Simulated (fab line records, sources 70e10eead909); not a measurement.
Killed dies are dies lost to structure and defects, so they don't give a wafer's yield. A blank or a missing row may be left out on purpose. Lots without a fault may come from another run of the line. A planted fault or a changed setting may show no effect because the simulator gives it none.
Which tool did it? | flow nand_harc | 12 lots, 36 wafers sampled, at 6 steps of a route of 1302

WHAT THE GAUGES READ, wafer by wafer
NHARC_P_STI_OCD_MEAS_17.
lot  | measured     | on     | trench_depth_nm (nm) | trench_foot_cd_nm (nm)
L954 | day 2 21:04  | ocd-01 | 299.1 303.2 302.3    | 157.0 157.5 156.8
L955 | day 3 08:52  | ocd-02 | 301.6 298.8 300.9    | 155.2 155.5 155.0
L957 | day 4 02:25  | ocd-01 | 303.8 304.3 303.6    | 156.5 158.2 155.6
L959 | day 4 22:19  | ocd-02 | 295.8 299.7 299.9    | 156.5 154.4 154.2
L960 | day 5 08:07  | ocd-02 | 300.3 301.0 304.2    | 157.8 156.5 158.7
L961 | day 5 17:55  | ocd-02 | 301.8 303.7 302.4    | 158.8 158.5 157.6
L963 | day 6 15:56  | ocd-01 | 298.7 299.2 305.4    | 157.8 156.9 156.1
L965 | day 7 13:15  | ocd-01 | 299.1 301.2 305.1    | 156.5 158.1 157.1
L973 | day 10 19:15 | ocd-02 | 296.2 298.3 298.2    | 156.6 157.1 156.6
L974 | day 11 05:17 | ocd-01 | 302.8 298.2 302.7    | 156.3 159.0 156.6
L975 | day 11 15:11 | ocd-02 | 299.0 302.4 299.9    | 158.3 158.3 161.7
L977 | day 12 11:13 | ocd-01 | 300.6 298.6 297.8    | 154.3 156.0 157.4

NHARC_P_GATE_CD_MEAS_46: target cd 720 nm.
lot  | measured     | on        | cd_nm (nm)
L954 | day 5 17:46  | cd_sem-01 | 720.7 719.4 719.9
L955 | day 5 21:25  | cd_sem-01 | 722.4 722.8 721.6
L957 | day 6 22:19  | cd_sem-02 | 721.1 718.8 718.5
L959 | day 7 17:37  | cd_sem-03 | 721.6 721.7 721.0
L960 | day 8 01:39  | cd_sem-03 | 721.7 720.9 720.7
L961 | day 8 17:49  | cd_sem-02 | 720.9 719.5 721.1
L963 | day 9 07:46  | cd_sem-01 | 691.6 689.5 689.4
L965 | day 10 04:13 | cd_sem-03 | 718.1 719.3 719.7
L973 | day 13 15:24 | cd_sem-03 | 720.5 719.7 718.6
L974 | day 13 19:57 | cd_sem-01 | 721.5 721.1 722.0
L975 | day 14 04:10 | cd_sem-01 | 721.6 720.5 722.2
L977 | day 14 23:33 | cd_sem-02 | 721.5 721.2 720.3

NHARC_END_SORT_01.
lot  | measured     | on        | killed_at_array | killed_at_other | killed_at_periphery | killed_dies | killed_open | killed_short
L965 | day 29 19:32 | prober-01 | 24 24 21        | 1 0 0           | 4 4 5               | 29 28 26    | 8 7 5       | 3 3 1

WHICH TOOL RAN EACH LOT (tool, then ch and the chambers of the sampled wafers, then the start)
lot  | NHARC_P_GATE_HM_DEP_102       | NHARC_P_GATE_EXPOSE_43            | NHARC_P_GATE_DESCUM_48
L954 | acl_dep-01 ch 0, day 5 04:31  | krf_scanner-02 ch 0, day 5 17:37  | rie_diel-01 ch 0,3, day 5 17:55
L955 | acl_dep-02 ch 0, day 5 08:10  | krf_scanner-03 ch 0, day 5 21:16  | rie_diel-11 ch 0,1,2, day 5 21:35
L957 | acl_dep-02 ch 0, day 6 06:59  | krf_scanner-02 ch 0, day 6 22:09  | rie_diel-11 ch 1,3, day 6 22:28
L959 | acl_dep-03 ch 0, day 7 04:22  | krf_scanner-04 ch 0, day 7 17:28  | rie_diel-11 ch 0,1,2, day 7 17:47
L960 | acl_dep-03 ch 0, day 7 12:40  | krf_scanner-04 ch 0, day 8 01:29  | rie_diel-01 ch 0,2,3, day 8 01:49
L961 | acl_dep-01 ch 0, day 8 04:35  | krf_scanner-03 ch 0, day 8 17:40  | rie_diel-11 ch 0,3, day 8 17:59
L963 | acl_dep-01 ch 0, day 8 18:29  | krf_scanner-03 ch 0, day 9 07:37  | rie_diel-01 ch 1,2,3, day 9 07:58
L965 | acl_dep-03 ch 0, day 9 14:58  | krf_scanner-03 ch 0, day 10 04:03 | rie_diel-03 ch 0,2, day 10 04:23
L973 | acl_dep-01 ch 0, day 13 02:11 | krf_scanner-03 ch 0, day 13 15:14 | rie_diel-11 ch 0,2,3, day 13 15:34
L974 | acl_dep-03 ch 0, day 13 06:32 | krf_scanner-02 ch 0, day 13 19:47 | rie_diel-11 ch 1,2,3, day 13 20:07
L975 | acl_dep-01 ch 0, day 13 15:05 | krf_scanner-02 ch 0, day 14 04:00 | rie_diel-01 ch 0,1,2, day 14 04:20
L977 | acl_dep-03 ch 0, day 14 10:20 | krf_scanner-02 ch 0, day 14 23:23 | rie_diel-03 ch 0,1,3, day 14 23:44
- NHARC_P_GATE_HM_DEP_102: deposits aC, target thk 120 nm.
- NHARC_P_GATE_EXPOSE_43: exposes mask P NSD, target cd 720 nm.
- NHARC_P_GATE_DESCUM_48: chemistry O2, time 3 s.

WHAT THE TOOLS THEMSELVES READ (means of the sampled wafers that have a number; where no wafer has one, the mark that the record gives instead)
NHARC_P_GATE_HM_DEP_102.
lot  | tool       | throttle_valve_pct (%)
L954 | acl_dep-01 | 35.004
L955 | acl_dep-02 | 35.010
L957 | acl_dep-02 | 35.001
L959 | acl_dep-03 | 34.995
L960 | acl_dep-03 | 34.995
L961 | acl_dep-01 | 35.002
L963 | acl_dep-01 | 34.996
L965 | acl_dep-03 | 35.002
L973 | acl_dep-01 | 35.003
L974 | acl_dep-03 | 35.000
L975 | acl_dep-01 | 35.003
L977 | acl_dep-03 | 34.999

NHARC_P_GATE_DESCUM_48.
lot  | tool        | drypump_motor_current_A (A) | oes_product_au (a.u.) | rf_vpp_V (V) | showerhead_plenum_p_Torr (Torr) | throttle_valve_pct (%)
L954 | rie_diel-01 | 5.2                         | 1.000                 | 59.0         | 2.04                            | 11.306
L955 | rie_diel-11 | 5.9                         | 0.997                 | 57.0         | 1.89                            | 11.315
L957 | rie_diel-11 | 5.6                         | 0.998                 | 57.7         | 1.87                            | 11.311
L959 | rie_diel-11 | 5.9                         | 0.999                 | 57.4         | 1.89                            | 11.313
L960 | rie_diel-01 | 5.4                         | 0.999                 | 58.4         | 1.99                            | 11.309
L961 | rie_diel-11 | 5.7                         | 1.003                 | 58.0         | 1.90                            | 11.310
L963 | rie_diel-01 | 5.6                         | 0.994                 | 57.8         | 1.98                            | 11.298
L965 | rie_diel-03 | 5.3                         | 0.997                 | 55.4         | 1.84                            | 11.297
L973 | rie_diel-11 | 5.7                         | 1.006                 | 57.5         | 1.87                            | 11.313
L974 | rie_diel-11 | 5.7                         | 1.003                 | 57.6         | 1.86                            | 11.313
L975 | rie_diel-01 | 5.3                         | 0.994                 | 57.6         | 1.98                            | 11.313
L977 | rie_diel-03 | 5.5                         | 1.000                 | 57.8         | 1.88                            | 11.310

THE ANSWER, worked out from the rows above alone
Rule: what is usual is taken from the lots themselves. Put in order of their means at a reading, lots are off if they are a third of the lots or fewer, leave a main group of 4 or more, and stand apart from it by a gap of 3 or more times the standard deviation of the main group's means; of several such gaps the widest counts. A main group whose means are all the same, to the digits that the tables above print for the reading, isn't used. A lot without any number at a reading at which 4 lots or more have one is off too. The other lots that the step has rows for count as sound. The gauges are gone through in route order, then the tools' own readings, and for those a lot's mean is taken as printed above. The first step at which some lot is off is used, and at that step the reading that is off furthest; a lot without a number counts as furthest.
Off: L963, at NHARC_P_GATE_CD_MEAS_46 (cd_nm). The main group: mean 720.7 nm, standard deviation 0.98.
A tool fits if, at a process step before that reading, it ran every lot that is off, and no sound lot after the first of them. The gauges at NHARC_P_GATE_CD_MEAS_46 aren't tried: what is off there is off at NHARC_P_GATE_DESCUM_48 too, on other tools, and a gauge's error can't cause that. None of those tried fits.

WHAT THE SIMULATOR HAD PUT IN
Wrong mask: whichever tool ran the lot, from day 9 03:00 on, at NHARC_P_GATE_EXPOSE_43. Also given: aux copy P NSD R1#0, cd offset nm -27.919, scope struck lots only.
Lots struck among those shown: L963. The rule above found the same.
